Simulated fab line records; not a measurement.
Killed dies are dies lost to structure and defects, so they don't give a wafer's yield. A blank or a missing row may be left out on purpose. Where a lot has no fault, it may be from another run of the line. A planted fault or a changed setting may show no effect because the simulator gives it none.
fab line records | flow nand-harc
record: lots: 24 wafers: 72 last-day: 25
route steps=1159 shown A_SGD_CUT@758 A_WL_FILL@813
lots that met no fault: taken from a fault-free run of the same line
start-h: start of the lot's first displayed wafer, in hours after the record's first day | wait-h: how many hours have passed since the lot's step before this one | " as in the row above | L1.1+2: one row covering several wafers at once | - either no value or no given start | * or withheld: withheld | < > ~ a bound
route shown NAME@n: a module of which the file shows steps, and the number in the route of the first | usual: mean/standard deviation of fault-free wafers | same: alike in all rows | chamber/n: place in a boat | sites: the reading at each site | _std_site: standard deviation of those values | _edge_site: inner sites' mean taken away from outer sites' mean | radius-mm: for every site, how far away it sits from the centre of the wafer | mask NAME#n: copy n | behind: tool/chamber where the wafer was last shaped | hold: what put the lot on hold/how long, in hours/how the hold closed | device: the n, p or np transistor that did not switch | end of line: the tests these same wafers got at the end of their route | for a step that has no rows: nothing shown but its recipe | killed: dies lost to structure and defects at the first sort, not the wafer's yield | map: the dies of a wafer, with x for killed, . for not killed, _ for no die there
set.NAME: the setting as run; set.NAME@STEP: as run at that earlier step | model.NAME: the simulator's own value behind a step, which no gauge read
a sample of lots followed through the steps of the route, with each step as a table and each wafer as a row
services: a tool's chamber out of use, with start hour (start-h, from the record's first day; less than 0 if before it), hours out, and reason
== steps ==
step: NHARC_A_SGD_CUT_CD_MEAS_09
recipe: target-cd-nm: 100 landing-energy-ev: 500
usual: cd-nm: 99.9/0.44
columns lot.wafer tool chamber start-h wait-h cd-nm
L074.1 cd-sem-02 0 304.68 - 100.1
L074.4 " 0 " " 100.5
L074.5 " 0 " " 99.7
L077.3 cd-sem-03 0 319.92 - 99.9
L077.4 " 0 " " 100.2
L077.6 " 0 " " 100.0
L076.1 cd-sem-03 0 320.08 - 100.3
L076.2 " 0 " " 100.3
L076.6 " 0 " " 99.5
L075.2 cd-sem-03 0 321.66 - 100.4
L075.4 " 0 " " 100.1
L075.6 " 0 " " 100.2
L078.3 cd-sem-02 0 321.96 - 99.1
L078.4 " 0 " " 99.7
L078.5 " 0 " " 99.3
L080.1 cd-sem-02 0 333.62 - 99.8
L080.2 " 0 " " 99.9
L080.3 " 0 " " 99.8
L079.2 cd-sem-02 0 333.91 - 99.7
L079.3 " 0 " " 99.6
L079.5 " 0 " " 99.8
L081.1 cd-sem-03 0 349.06 - 100.8
L081.4 " 0 " " 100.2
L081.6 " 0 " " 99.8
L082.2 cd-sem-02 0 349.52 - 99.6
L082.3 " 0 " " 99.1
L082.6 " 0 " " 99.5
L084.1 cd-sem-01 0 364.77 - 99.7
L084.4 " 0 " " 99.4
L084.6 " 0 " " 99.9
L083.2 cd-sem-01 0 367.08 - 99.8
L083.4 " 0 " " 99.9
L083.5 " 0 " " 99.2
L086.1 cd-sem-01 0 384.94 - 100.0
L086.2 " 0 " " 100.8
L086.4 " 0 " " 100.5
L087.1 cd-sem-02 0 385.10 - 100.2
L087.4 " 0 " " 100.6
L087.5 " 0 " " 100.3
L088.3 cd-sem-01 0 393.10 - 99.7
L088.4 " 0 " " 99.8
L088.5 " 0 " " 99.8
L089.1 cd-sem-03 0 393.56 - 99.9
L089.4 " 0 " " 100.3
L089.5 " 0 " " 100.1
L085.1 cd-sem-03 0 393.71 - 99.8
L085.3 " 0 " " 101.3
L085.6 " 0 " " 100.9
L092.2 cd-sem-03 0 404.58 - 100.7
L092.3 " 0 " " 99.9
L092.6 " 0 " " 100.6
L090.1 cd-sem-02 0 404.87 - 99.3
L090.3 " 0 " " 100.0
L090.6 " 0 " " 100.2
L091.2 cd-sem-03 0 405.04 - 100.0
L091.4 " 0 " " 99.3
L091.6 " 0 " " 100.0
L093.2 cd-sem-01 0 416.59 - 99.2
L093.3 " 0 " " 99.6
L093.4 " 0 " " 99.8
L094.4 cd-sem-01 0 430.20 - 99.7
L094.5 " 0 " " 100.1
L094.6 " 0 " " 100.2
L095.2 cd-sem-03 0 430.59 - 99.0
L095.5 " 0 " " 100.0
L095.6 " 0 " " 99.7
L097.3 cd-sem-02 0 443.35 - 99.8
L097.4 " 0 " " 99.6
L097.6 " 0 " " 100.0
L096.3 cd-sem-02 0 451.78 - 99.5
L096.4 " 0 " " 100.0
L096.5 " 0 " " 99.8
step: NHARC_A_SGD_CUT_OVL_MEAS_10
usual: overlay-x-nm: -0.1/1 overlay-y-nm: -0.1/0.77
columns lot.wafer tool chamber start-h wait-h overlay-x-nm overlay-y-nm
L074.1 overlay-02 - 304.77 - 0.0 -0.3
L074.4 " - " " 0.1 0.1
L074.5 " - " " 0.0 -0.7
L077.3 overlay-02 - 320.00 - -0.3 -0.2
L077.4 " - " " -1.0 -0.4
L077.6 " - " " -0.7 0.0
L076.1 overlay-02 - 320.17 - 1.7 -1.7
L076.2 " - " " 2.2 -1.2
L076.6 " - " " 2.4 -1.0
L075.2 overlay-01 - 321.75 - 0.3 0.0
L075.4 " - " " 0.7 -0.5
L075.6 " - " " 0.1 0.3
L078.3 overlay-01 - 322.05 - -0.9 0.3
L078.4 " - " " -1.1 -0.2
L078.5 " - " " -0.5 -0.1
L080.1 overlay-02 - 333.71 - 1.3 1.2
L080.2 " - " " 0.9 1.6
L080.3 " - " " 0.8 0.7
L079.2 overlay-02 - 334.00 - 0.9 0.5
L079.3 " - " " 0.9 0.9
L079.5 " - " " 1.0 0.9
L081.1 overlay-01 - 349.15 - 1.2 0.4
L081.4 " - " " 1.1 -0.2
L081.6 " - " " 1.1 -0.2
L082.2 overlay-02 - 349.61 - -0.5 -0.3
L082.3 " - " " -0.5 -1.0
L082.6 " - " " -0.6 0.3
L084.1 overlay-01 - 364.86 - -1.5 -1.2
L084.4 " - " " -0.8 -1.0
L084.6 " - " " -0.8 -1.0
L083.2 overlay-01 - 367.17 - 1.0 0.7
L083.4 " - " " 1.3 0.4
L083.5 " - " " 1.1 1.1
L086.1 overlay-02 - 385.03 - -0.9 -0.2
L086.2 " - " " -0.9 0.1
L086.4 " - " " -0.9 -0.4
L087.1 overlay-01 - 385.19 - 0.5 0.3
L087.4 " - " " 1.0 -0.8
L087.5 " - " " 1.1 -0.6
L088.3 overlay-01 - 393.18 - 0.7 0.0
L088.4 " - " " 1.4 0.5
L088.5 " - " " 0.3 0.0
L089.1 overlay-02 - 393.64 - -2.8 0.7
L089.4 " - " " -2.3 0.0
L089.5 " - " " -1.6 0.9
L085.1 overlay-01 - 393.80 - 0.4 0.6
L085.3 " - " " 0.1 0.3
L085.6 " - " " 0.5 1.1
L092.2 overlay-01 - 404.67 - 0.5 -1.5
L092.3 " - " " 0.4 -2.1
L092.6 " - " " 0.1 -2.0
L090.1 overlay-02 - 404.96 - -0.4 -0.4
L090.3 " - " " -0.1 -0.7
L090.6 " - " " -0.2 -0.4
L091.2 overlay-02 - 405.13 - -1.3 -0.7
L091.4 " - " " -0.9 -0.5
L091.6 " - " " -1.0 -1.3
L093.2 overlay-01 - 416.68 - -0.6 0.9
L093.3 " - " " -0.2 0.8
L093.4 " - " " 0.0 0.7
L094.4 overlay-01 - 430.29 - -0.2 -0.2
L094.5 " - " " 0.3 -0.3
L094.6 " - " " -0.3 0.6
L095.2 overlay-01 - 430.67 - -1.7 -0.4
L095.5 " - " " -1.3 -0.2
L095.6 " - " " -1.1 -0.7
L097.3 overlay-01 - 443.44 - -1.1 0.3
L097.4 " - " " -0.6 0.0
L097.6 " - " " -0.5 0.1
L096.3 overlay-01 - 451.86 - -0.4 -0.5
L096.4 " - " " -0.7 -0.5
L096.5 " - " " -1.2 -0.2
step: NHARC_A_SGD_CUT_ETCH_16
recipe: target-depth-a: 3105 time-s: 155.2 c4f8-flow-sccm: withheld o2-flow-sccm: 8 ar-flow-sccm: withheld rf-w: 600 bias-w: 800 chemistry: C4F8/O2/Ar
usual: bias-w: 800.2/2.3 oes-product-au: 0.974/0.012 rf-vpp-V: 723/3.5
columns lot.wafer tool chamber start-h wait-h bias-w oes-product-au rf-hours-counter-h rf-vpp-V
L074.1 rie-diel-12 2 - - 800.8 0.970 7 728
L074.4 " 1 " " 799.0 0.962 7 720
L074.5 " 3 " " 797.6 0.992 - 727
L077.3 rie-diel-06 3 - - 798.9 0.965 8 720
L077.4 " 0 " " 801.3 0.979 6 721
L077.6 " 3 " " 800.2 0.980 - 719
L076.2 rie-diel-12 3 - - 803.7 0.980 8 724
L076.1 " 0 " " 795.3 0.985 9 717
L076.6 " 2 " " 798.6 0.957 - 727
L075.4 rie-diel-06 2 - - 806.3 0.974 9 723
L075.2 " 0 " " 804.2 0.972 6 721
L075.6 " 2 " " 802.4 0.972 - 725
L078.3 rie-diel-12 0 - - 798.6 0.971 9 718
L078.4 " 2 " " 800.7 0.972 9 728
L078.5 " 3 " " 799.2 0.980 - 725
L080.2 rie-diel-06 1 - - 801.1 0.985 10 723
L080.1 " 2 " " 801.2 0.965 11 723
L080.3 " 0 " " 801.9 0.974 8 720
L079.2 rie-diel-09 2 - - 798.3 0.983 5 718
L079.3 " 0 " " 797.9 0.971 6 727
L079.5 " 2 " " 800.5 0.980 - 719
L081.1 rie-diel-06 2 - - 800.8 0.932 12 723
L081.4 " 0 " " 800.8 0.945 9 722
L081.6 " 2 " " 801.6 0.939 - 723
L082.3 rie-diel-09 0 - - 798.4 0.955 7 728
L082.2 " 3 " " 801.1 0.981 8 724
L082.6 " 1 " " 800.3 0.977 - 726
L084.4 rie-diel-09 2 - - 801.0 0.974 8 717
L084.1 " 0 " " 802.3 0.964 9 730
L084.6 " 2 " " 800.3 0.970 - 719
L083.2 rie-diel-12 3 - - 803.0 0.975 12 725
L083.4 " 0 " " 800.9 0.975 12 717
L083.5 " 3 " " 801.7 0.972 - 726
L086.2 rie-diel-06 0 - - 797.9 0.969 12 721
L086.4 " 1 " " 800.9 0.971 14 723
L086.1 " 3 " " 797.2 0.982 14 720
L087.4 rie-diel-06 2 - - 798.8 0.977 15 722
L087.1 " 3 " " 798.2 0.975 14 719
L087.5 " 0 " " 805.2 0.971 - 721
L088.3 rie-diel-09 0 - - 801.6 0.966 13 728
L088.4 " 3 " " 798.7 0.975 13 723
L088.5 " 1 " " 800.4 0.985 - 725
L089.4 rie-diel-06 1 - - 796.6 0.971 16 723
L089.1 " 2 " " 798.4 0.987 17 723
L089.5 " 2 " " 796.3 0.981 - 723
L085.3 rie-diel-06 3 - - 800.3 0.954 16 720
L085.1 " 0 " " 800.5 0.972 14 721
L085.6 " 3 " " 798.6 0.959 - 719
L092.2 rie-diel-09 3 - - 801.0 0.971 15 723
L092.3 " 1 " " 799.3 0.980 14 725
L092.6 " 3 " " 799.8 0.964 - 724
L090.1 rie-diel-06 0 - - 798.2 0.969 15 721
L090.3 " 3 " " 803.7 0.963 17 720
L090.6 " 0 " " 800.2 0.961 - 721
L091.2 rie-diel-12 1 - - 800.3 0.975 1 720
L091.4 " 3 " " 799.8 1.006 1 726
L091.6 " 1 " " 796.9 0.976 - 720
L093.3 rie-diel-12 2 - - 799.1 0.967 2 727
L093.2 " 3 " " 799.6 0.972 2 726
L093.4 " 1 " " 807.5 0.937 2 719
L094.5 rie-diel-06 0 - - 801.9 0.985 - 722
L094.4 " 1 " " 800.6 0.983 - 722
L094.6 " 2 " " 797.1 0.973 - 724
L095.2 rie-diel-12 1 - - 800.3 0.986 3 721
L095.5 " 3 " " 803.2 0.999 - 724
L095.6 " 0 " " 806.7 1.000 - 716
L097.4 rie-diel-12 3 - - 800.0 0.977 4 724
L097.3 " 0 " " 801.4 0.983 5 716
L097.6 " 3 " " 805.4 0.984 - 723
L096.4 rie-diel-12 3 - - 799.9 0.969 5 726
L096.3 " 2 " " 799.7 0.965 5 729
L096.5 " 0 " " 799.9 0.977 - 716
step: NHARC_A_WL_FILL_CVD_03
recipe: target-thk-a: 400 temp-c: 300 pressure-torr: 40 wf6-flow-sccm: 40 h2-flow-sccm: 1600 ar-flow-sccm: 1560 time-s: 3302 material: W
usual: heater-power-w: 491/23 mfc-h2-sccm: 1599/4.8 throttle-valve-pct: 7.95/0.19
columns lot.wafer tool chamber start-h wait-h heater-power-w mfc-h2-sccm throttle-valve-pct
L074.1 cvd-w-01 0 334.95 0.5 490 1597 7.91
L074.4 " 0 " " 494 1599 7.73
L074.5 " 0 " " 485 1598 7.60
L076.2 cvd-w-01 0 343.35 1.6 483 1607 7.57
L076.1 " 1 " " 502 1592 7.90
L076.6 " 1 345.70 4.0 519 1602 7.97
L077.3 cvd-w-01 0 347.11 4.8 490 1606 7.57
L077.4 " 1 " " 514 1604 8.01
L077.6 " 1 " " 495 1605 8.07
L078.4 cvd-w-02 0 348.15 5.6 509 1593 8.00
L078.3 " 1 " " 446 1593 8.22
L078.5 " 1 " " 445 1595 8.30
L075.2 cvd-w-01 0 348.98 6.5 482 1597 7.65
L075.4 " 1 350.41 7.9 499 1598 7.94
L075.6 " 1 " " 518 1601 7.94
L079.2 cvd-w-01 1 356.06 0.1 512 1605 8.29
L079.3 " 0 357.47 1.5 481 1599 7.69
L079.5 " 1 " " 515 1611 7.83
L080.2 cvd-w-02 1 358.54 2.3 451 1593 8.46
L080.1 " 0 " " 507 1599 8.14
L080.3 " 0 " " 488 1608 8.03
L081.1 cvd-w-01 1 373.64 0.1 521 1595 7.74
L081.4 " 1 376.50 2.9 515 1596 8.22
L081.6 " 1 378.41 4.8 511 1595 8.14
L082.2 cvd-w-02 0 374.58 0.5 500 1595 8.00
L082.3 " 0 " " 500 1599 8.23
L082.6 " 0 " " 491 1602 7.97
L083.2 cvd-w-01 1 387.46 0.5 516 1599 8.13
L083.4 " 0 " " 482 1603 7.96
L083.5 " 1 389.38 2.4 498 1604 7.90
L084.1 cvd-w-01 0 390.32 3.2 493 1598 7.40
L084.4 " 1 " " 518 1601 8.15
L084.6 " 0 392.19 5.1 475 1592 7.73
L086.2 cvd-w-01 0 411.35 4.3 484 1606 8.07
L086.1 " 1 " " 517 1603 7.96
L086.4 " 1 " " 498 1594 8.02
L087.1 cvd-w-01 0 414.68 7.4 489 1606 7.74
L087.4 " 0 " " 499 1600 7.71
L087.5 " 1 " " 508 1591 7.83
L085.1 cvd-w-01 1 420.32 0.5 511 1597 7.97
L085.3 " 1 " " 519 1596 8.18
L085.6 " 0 " " 492 1597 7.69
L088.3 cvd-w-02 1 420.86 1.0 429 1596 8.00
L088.4 " 0 " " 492 1594 8.08
L088.5 " 1 " " 428 1606 8.06
L089.1 cvd-w-01 1 422.65 2.7 516 1590 7.78
L089.4 " 0 424.08 4.1 488 1602 8.07
L089.5 " 0 " " 496 1601 7.88
L091.2 cvd-w-01 1 428.88 0.5 516 1609 7.86
L091.4 " 1 " " 507 1605 8.10
L091.6 " 1 " " 524 1603 7.84
L092.2 cvd-w-02 1 429.04 0.5 442 1600 7.90
L092.3 " 1 " " 451 1593 7.92
L092.6 " 0 " " 485 1598 8.13
L090.1 cvd-w-01 1 431.23 2.7 498 1595 7.92
L090.3 " 0 432.65 4.1 471 1602 7.81
L090.6 " 1 " " 503 1601 7.96
L093.2 cvd-w-01 1 445.95 4.0 522 1595 7.96
L093.3 " 1 " " 502 1593 7.81
L093.4 " 0 " " 492 1593 7.90
L095.2 cvd-w-02 0 456.80 4.0 484 1593 7.95
L095.6 " 0 458.71 5.9 473 1601 7.97
L095.5 " 1 " " 436 1603 7.92
L094.4 cvd-w-01 1 458.26 5.4 525 1601 7.95
L094.6 " 1 " " 491 1597 8.26
L094.5 " 0 " " 482 1602 7.95
L097.3 cvd-w-01 1 470.47 1.0 498 1603 8.01
L097.4 " 0 " " 487 1598 8.00
L097.6 " 0 " " 505 1605 7.88
L096.3 cvd-w-01 0 476.67 1.9 492 1595 7.89
L096.4 " 0 " " 488 1605 7.74
L096.5 " 0 " " 491 1596 8.13
step: NHARC_A_WL_FILL_ETCHBACK_04
recipe: target-depth-a: 600 time-s: 120 chemistry: NF3
usual: drypump-motor-current-A: 5.8/0.56 oes-product-au: 1.002/0.0069
columns lot.wafer tool chamber start-h wait-h drypump-motor-current-A oes-product-au rf-hours-counter-h
L074.1 rie-metal-03 0 337.83 2.4 6.5 1.005 1.2
L074.4 " 0 " " 6.5 1.006 -
L074.5 " 1 " " 5.4 0.991 -
L076.1 rie-metal-02 0 346.66 2.4 5.0 1.012 4.0
L076.2 " 1 " " 5.8 0.991 4.0
L076.6 " 0 " " 5.0 1.004 -
L077.4 rie-metal-01 0 349.53 1.5 6.4 1.007 -
L077.3 " 1 " " 5.5 1.006 -
L077.6 " 0 " " 6.4 1.000 -
L078.4 rie-metal-03 1 350.64 2.0 5.4 1.008 -
L078.3 " 0 " " 6.5 0.999 -
L078.5 " 1 " " 5.3 0.995 -
L075.2 rie-metal-02 0 352.37 2.9 5.0 1.022 4.4
L075.4 " 1 " " 5.8 1.003 -
L075.6 " 1 " " 5.8 1.004 -
L079.2 rie-metal-01 0 359.43 2.9 6.4 1.003 0.7
L079.3 " 1 " " 5.5 1.008 -
L079.5 " 0 " " 6.4 1.004 -
L080.1 rie-metal-01 0 361.89 2.4 6.5 0.994 1.0
L080.2 " 1 " " 5.5 0.997 1.0
L080.3 " 0 " " 6.4 0.993 -
L082.2 rie-metal-02 0 377.37 2.3 5.0 1.003 5.0
L082.3 " 0 " " 5.0 1.001 -
L082.6 " 0 " " 5.0 1.008 -
L081.1 rie-metal-03 0 379.89 5.3 6.6 1.003 2.3
L081.4 " 0 " " 6.5 1.000 -
L081.6 " 0 " " 6.5 1.005 -
L083.2 rie-metal-03 0 390.40 2.5 6.5 0.997 2.7
L083.4 " 0 " " 6.5 1.008 -
L083.5 " 0 " " 6.5 0.998 -
L084.1 rie-metal-01 0 393.14 2.3 6.4 1.016 1.5
L084.4 " 0 " " 6.5 1.008 -
L084.6 " 0 " " 6.5 1.009 -
L086.2 rie-metal-03 1 414.69 2.9 5.4 1.003 3.3
L086.1 " 0 " " 6.5 0.999 3.3
L086.4 " 1 " " 5.3 1.000 -
L087.1 rie-metal-01 0 417.56 2.4 6.4 1.008 2.1
L087.4 " 1 " " 5.5 1.001 -
L087.5 " 1 " " 5.5 1.010 -
L085.1 rie-metal-03 1 423.14 2.3 5.3 1.003 3.5
L085.3 " 0 " " 6.5 1.007 -
L085.6 " 1 " " 5.3 0.999 -
L088.4 rie-metal-02 1 423.31 1.5 5.8 0.989 -
L088.3 " 0 " " 5.0 0.990 -
L088.5 " 1 " " 5.8 1.001 -
L089.1 rie-metal-03 1 426.02 2.9 5.3 1.007 3.7
L089.4 " 1 " " 5.3 1.000 -
L089.5 " 1 " " 5.3 0.999 -
L091.2 rie-metal-03 1 431.75 2.4 5.4 1.007 4.0
L091.4 " 1 " " 5.4 1.009 -
L091.6 " 0 " " 6.6 1.014 -
L092.2 rie-metal-01 1 431.92 2.4 5.5 0.993 2.6
L092.3 " 0 " " 6.4 1.004 -
L092.6 " 1 " " 5.5 1.003 -
L090.1 rie-metal-01 1 434.60 2.9 5.5 0.996 2.8
L090.3 " 0 " " 6.4 0.999 -
L090.6 " 1 " " 5.5 1.004 -
L093.2 rie-metal-03 1 449.30 2.9 5.3 1.006 4.5
L093.4 " 0 " " 6.5 1.003 -
L093.3 " 1 " " 5.3 1.004 -
L095.2 rie-metal-02 1 460.19 2.9 5.8 1.002 1.9
L095.6 " 0 " " 5.0 0.995 -
L095.5 " 1 " " 5.8 0.997 -
L094.4 rie-metal-01 1 460.70 2.0 5.5 1.007 -
L094.6 " 1 " " 5.5 0.999 -
L094.5 " 0 " " 6.5 1.001 -
L097.3 rie-metal-03 0 472.90 2.0 6.6 1.001 -
L097.4 " 1 " " 5.4 0.991 -
L097.6 " 0 " " 6.6 0.987 -
L096.4 rie-metal-01 1 481.01 2.4 5.5 0.996 -
L096.3 " 0 " " 6.4 0.989 -
L096.5 " 0 " " 6.4 0.992 -
step: NHARC_A_WL_FILL_ALD_10
recipe: target-thk-a: 500 pulse-time-s: 10 ald-cycles: 500 temp-c: 300 material: SiO2
usual: heater-power-w: 490/67 precursor-pulse-height-rel: 1.001/0.021
columns lot.wafer tool chamber start-h wait-h heater-power-w precursor-pulse-height-rel
L074.1 ald-hk-04 2 344.08 0.6 535 0.988
L074.4 " 3 " " 583 0.993
L074.5 " 1 345.63 2.1 489 0.985
L077.3 ald-hk-03 3 352.29 0.1 523 1.016
L077.4 " 0 " " 503 0.991
L077.6 " 3 354.33 2.1 514 1.009
L076.1 ald-hk-04 1 352.30 0.1 485 0.989
L076.2 " 0 353.85 1.6 347 0.989
L076.6 " 1 " " 481 0.995
L078.3 ald-hk-04 2 356.46 0.1 529 1.002
L078.4 " 0 357.49 1.1 357 0.987
L078.5 " 2 358.51 2.1 534 1.036
L075.4 ald-hk-03 0 357.47 1.1 505 0.956
L075.2 " 1 " " 561 1.023
L075.6 " 2 " " 423 1.034
L079.3 ald-hk-03 1 365.03 0.1 554 1.011
L079.2 " 2 " " 411 0.990
L079.5 " 2 367.61 2.6 407 1.053
L080.2 ald-hk-03 2 370.21 1.8 414 0.977
L080.1 " 3 " " 518 0.996
L080.3 " 1 371.75 3.4 553 1.013
L082.2 ald-hk-04 3 384.93 0.1 567 1.007
L082.3 " 1 386.98 2.1 457 0.986
L082.6 " 0 390.05 5.2 350 1.002
L081.4 ald-hk-03 2 385.43 0.6 421 0.980
L081.1 " 0 386.43 1.6 515 1.029
L081.6 " 2 387.43 2.6 416 0.990
L083.2 ald-hk-04 0 396.25 0.1 347 1.049
L083.4 " 1 " " 473 0.973
L083.5 " 0 398.32 2.1 344 1.025
L084.4 ald-hk-03 0 397.38 1.2 502 1.006
L084.1 " 2 398.43 2.2 428 1.024
L084.6 " 0 399.47 3.3 511 0.991
L087.1 ald-hk-03 1 420.60 0.1 552 0.983
L087.4 " 3 421.62 1.1 519 0.996
L087.5 " 2 423.16 2.6 420 1.022
L086.1 ald-hk-04 0 420.60 0.1 344 0.990
L086.2 " 1 " " 468 1.042
L086.4 " 3 422.15 1.6 572 1.020
L089.1 ald-hk-03 3 430.16 0.8 522 1.021
L089.4 " 2 431.71 2.4 419 0.991
L089.5 " 0 432.74 3.4 517 1.009
L085.3 ald-hk-04 3 432.29 3.0 570 1.000
L085.1 " 0 " " 346 1.009
L085.6 " 2 433.82 4.5 523 1.016
L088.4 ald-hk-01 1 433.81 4.5 389 0.996
L088.3 " 2 434.84 5.5 539 0.999
L088.5 " 0 436.89 7.6 473 0.997
L091.4 ald-hk-04 2 437.60 0.1 523 0.996
L091.2 " 0 439.67 2.1 338 0.936
L091.6 " 3 442.77 5.2 564 0.989
L092.2 ald-hk-01 2 437.92 0.4 557 1.002
L092.3 " 3 " " 504 0.996
L092.6 " 3 440.51 3.0 477 1.023
L090.1 ald-hk-03 0 438.79 1.2 514 1.018
L090.3 " 2 439.81 2.3 420 1.010
L090.6 " 0 440.82 3.3 511 1.009
L093.2 ald-hk-03 1 454.91 0.1 563 0.988
L093.4 " 3 455.93 1.1 513 0.963
L093.3 " 0 " " 511 0.990
L095.2 ald-hk-01 2 467.02 0.6 551 0.975
L095.6 " 1 468.58 2.1 394 0.968
L095.5 " 2 " " 550 0.995
L094.4 ald-hk-03 0 467.51 1.1 502 0.967
L094.5 " 2 468.52 2.1 416 0.997
L094.6 " 3 " " 513 1.023
L097.3 ald-hk-01 3 479.04 0.6 474 1.012
L097.4 " 1 480.09 1.6 400 1.024
L097.6 " 2 " " 554 1.002
L096.4 ald-hk-04 3 483.99 0.1 581 1.006
L096.3 " 2 485.52 1.6 516 0.988
L096.5 " 3 " " 570 0.992
== services ==
columns tool chamber start-h hours kind
rie-diel-09 2 284.76 7.0 repair
rie-metal-03 0 290.27 19.5 repair
cvd-w-01 - 295.29 13.0 pm
rie-metal-03 1 302.88 13.7 repair
ald-hk-03 - 325.57 10.0 pm
rie-metal-01 - 332.00 9.0 pm
rie-metal-03 1 346.30 1.0 repair
rie-metal-03 - 359.36 0.3 repair
ald-hk-04 - 361.80 0.9 repair
rie-diel-12 - 379.40 9.0 pm
cvd-w-02 - 382.69 13.0 pm
rie-diel-09 0 384.38 3.8 repair
rie-metal-02 - 388.00 9.0 pm
rie-diel-12 - 389.06 1.5 repair
rie-metal-03 - 396.03 0.2 repair
rie-metal-01 - 396.60 0.2 repair
rie-metal-01 1 397.45 1.2 repair
rie-diel-06 - 418.20 9.0 pm
rie-metal-03 - 453.00 9.0 pm
rie-diel-12 2 462.04 9.5 repair
rie-diel-12 0 471.20 8.2 repair
cvd-w-01 1 472.73 8.5 repair
cvd-w-01 - 480.46 13.0 pm
cvd-w-02 0 480.54 4.4 repair
== key ==
fault none
